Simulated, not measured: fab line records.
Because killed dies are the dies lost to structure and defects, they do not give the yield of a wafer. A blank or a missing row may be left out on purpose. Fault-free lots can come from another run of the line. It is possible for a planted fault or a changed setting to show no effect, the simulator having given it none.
Matching of chambers	flow n5-finfet	N5_BEOL_M5_ETCH_75 on rie-diel-03: 4 sister chambers
The step etches underlayer in N2/H2, target depth 6.5 nm, time 5.2 s. 4 wafers are shown with their chamber, then 7 later ones without.

WAFERS, EACH WITH ITS CHAMBER
wafer	chamber	drypump-motor-current-A (A)
L088.3	1	5.9
L088.5	2	5.4
L090.3	0	5.2
L090.5	3	4.8

WAFERS MISSING THEIR CHAMBER
wafer	drypump-motor-current-A (A)
L090.6	5.4
L092.2	4.8
L092.3	5.9
L092.5	5.3
L096.3	5.4
L096.4	5.9
L096.5	4.8

WHICH CHAMBER EACH WENT THROUGH
wafer	from the rows above	in truth
L090.6	2	2
L092.2	3	3
L092.3	1	1
L092.5	can't be placed: 0 or 2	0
L096.3	2	2
L096.4	1	1
L096.5	3	3
Correct placement for 6 of the 7. Not placeable from these rows: 1 (in 1, the candidates include the true chamber). Number placed wrongly: 0.
How it was worked out, from the rows above alone: a wafer's distance from a chamber is the root of the sum, over the readings, of the square of ((its reading less the chamber's mean) divided by the reading's scatter). If the next closest chamber is less than 2 further off than the closest, the wafer can't be placed; otherwise it belongs to the closest. The mean given for a chamber averages the wafers shown for that chamber. The scatter (one wafer shown for each chamber): square how far every hidden wafer sits from the nearest shown wafer, average those squares and take the square root.
